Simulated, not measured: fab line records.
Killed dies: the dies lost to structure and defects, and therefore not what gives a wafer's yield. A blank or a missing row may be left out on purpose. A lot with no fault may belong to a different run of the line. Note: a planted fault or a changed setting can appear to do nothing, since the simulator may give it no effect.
Split-lot trial ; flow n5Finfet ; 39 wafers read across 7 lots, on a route 1938 steps long

THE SPLIT ITSELF
At N5_HKMG_FIN_ALD_21 (deposits TiN, target thk 1.5 nm, pulse time 1 s, purge time 3 s), the setting aldCycles was moved away from the recipe's 68 on 15 of the 39 wafers read, by -14.7% to +16.2%. All remaining wafers had this setting at the recipe value.

Reading taken at the split's own step.

THE READING
TiN_of_HKMG_FIN_ALD_21.thkNm (the simulator's own value, which no gauge read), in nm, at N5_HKMG_FIN_ALD_21 (deposits TiN, target thk 1.5 nm, pulse time 1 s, purge time 3 s). The file does not state a usual value for it. Here, 24 wafers ran the recipe; their average is 1.5 nm with a standard deviation of 0.097 nm.

wafer;tool, chamber at the split;aldCycles as run;against the recipe;TiN_of_HKMG_FIN_ALD_21.thkNm, nm;against lot-mates on the recipe
L074.1;aldMetal-01, 0,2;68;recipe;1.4;-
L074.5;aldMetal-01, 0,2;68;recipe;1.4;-
L074.2;aldMetal-01, 3,2,1;61;-10.3%;1.4;-0.1
L074.3;aldMetal-01, 3,2,1;61;-10.3%;1.4;-0.1
L074.6;aldMetal-01, 3,2,1;61;-10.3%;1.4;-0.1
L074.4;aldMetal-01, 1;68;recipe;1.6;-
L075.1;aldMetal-01, 1,3,2;79;+16.2%;1.8;+0.3
L075.3;aldMetal-01, 1,3,2;79;+16.2%;1.8;+0.3
L075.5;aldMetal-01, 1,3,2;79;+16.2%;1.8;+0.3
L075.2;aldMetal-01, 0,2;68;recipe;1.6;-
L075.4;aldMetal-01, 0,2;68;recipe;1.6;-
L075.6;aldMetal-01, 1;68;recipe;1.4;-
L078.1;aldMetal-04, 3,2,2;68;recipe;1.4;-
L078.4;aldMetal-04, 3,2,2;68;recipe;1.4;-
L078.5;aldMetal-04, 3,2,2;68;recipe;1.4;-
L078.2;aldMetal-04, 1,0,1;68;recipe;1.6;-
L078.3;aldMetal-04, 1,0,1;68;recipe;1.6;-
L078.6;aldMetal-04, 1,0,1;68;recipe;1.6;-
L082.1;aldMetal-01, 2,1,0;79;+16.2%;1.8;+0.4
L082.3;aldMetal-01, 2,1,0;79;+16.2%;1.8;+0.4
L082.5;aldMetal-01, 2,1,0;79;+16.2%;1.8;+0.4
L082.2;aldMetal-01, 3,0,1;68;recipe;1.4;-
L082.4;aldMetal-01, 3,0,1;68;recipe;1.4;-
L082.6;aldMetal-01, 3,0,1;68;recipe;1.4;-
L091.1;aldMetal-04, 1,2,1;68;recipe;1.6;-
L091.2;aldMetal-04, 1,2,1;68;recipe;1.6;-
L091.6;aldMetal-04, 1,2,1;68;recipe;1.6;-
L094.1;aldMetal-01, 2,3,0;68;recipe;1.4;-
L094.3;aldMetal-01, 2,3,0;68;recipe;1.4;-
L094.4;aldMetal-01, 2,3,0;68;recipe;1.4;-
L094.2;aldMetal-01, 1,0,3;58;-14.7%;1.2;-0.2
L094.5;aldMetal-01, 1,0,3;58;-14.7%;1.2;-0.2
L094.6;aldMetal-01, 1,0,3;58;-14.7%;1.2;-0.2
L095.1;aldMetal-01, 1,0,0;68;recipe;1.4;-
L095.3;aldMetal-01, 1,0,0;68;recipe;1.4;-
L095.6;aldMetal-01, 1,0,0;68;recipe;1.4;-
L095.2;aldMetal-01, 3,2,3;75;+10.3%;1.6;+0.2
L095.4;aldMetal-01, 3,2,3;75;+10.3%;1.6;+0.2
L095.5;aldMetal-01, 3,2,3;75;+10.3%;1.6;+0.2
Where a row lists several chambers, the file gives one row for several wafers and doesn't say which wafer went through which chamber.

FIT RESULTS
A straight line over all 39 wafers: TiN_of_HKMG_FIN_ALD_21.thkNm changes by +0.0173 nm for each +1% of aldCycles; r = +0.87; the points scatter about the line by 0.086 nm.
The same after taking each lot's own level away (the mean of its wafers on the recipe; 39 wafers): +0.0169 nm for each +1%; r = +0.90; scatter 0.071 nm.
On that fit, the largest move of aldCycles shifts the reading by 0.27 nm.
The span of the lots' own levels, 1.40 to 1.60 nm, comes to 2.1 times the standard deviation stated above.
Hence the lot-to-lot level has little effect on the slope; both slopes agree.
Check: +0.3 nm against its lot-mates is what the line predicts for one of the wafers moved furthest among these (+16.2%) when that wafer is left out of the fit. It came out at +0.267 nm against them.

ADDITIONAL SPLITS CARRIED BY THESE WAFERS
Before the reading, these wafers also passed through other splits. Each is held against what the fit with the lots' levels taken away leaves over:
other split on the same wafers;wafers away from the commonest value;r with TiN_of_HKMG_FIN_ALD_21.thkNm (lot level and that fit taken away)
N5_HKMG_FIN_EXPOSE_46 doseMj;12;+0.08
N5_HKMG_FIN_EXPOSE_09 doseMj;12;-0.23

THE FILE'S OWN FIT
TiN_of_HKMG_FIN_ALD_21.thkNm changes by +0.0173 nm for each +1% of aldCycles, r = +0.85.
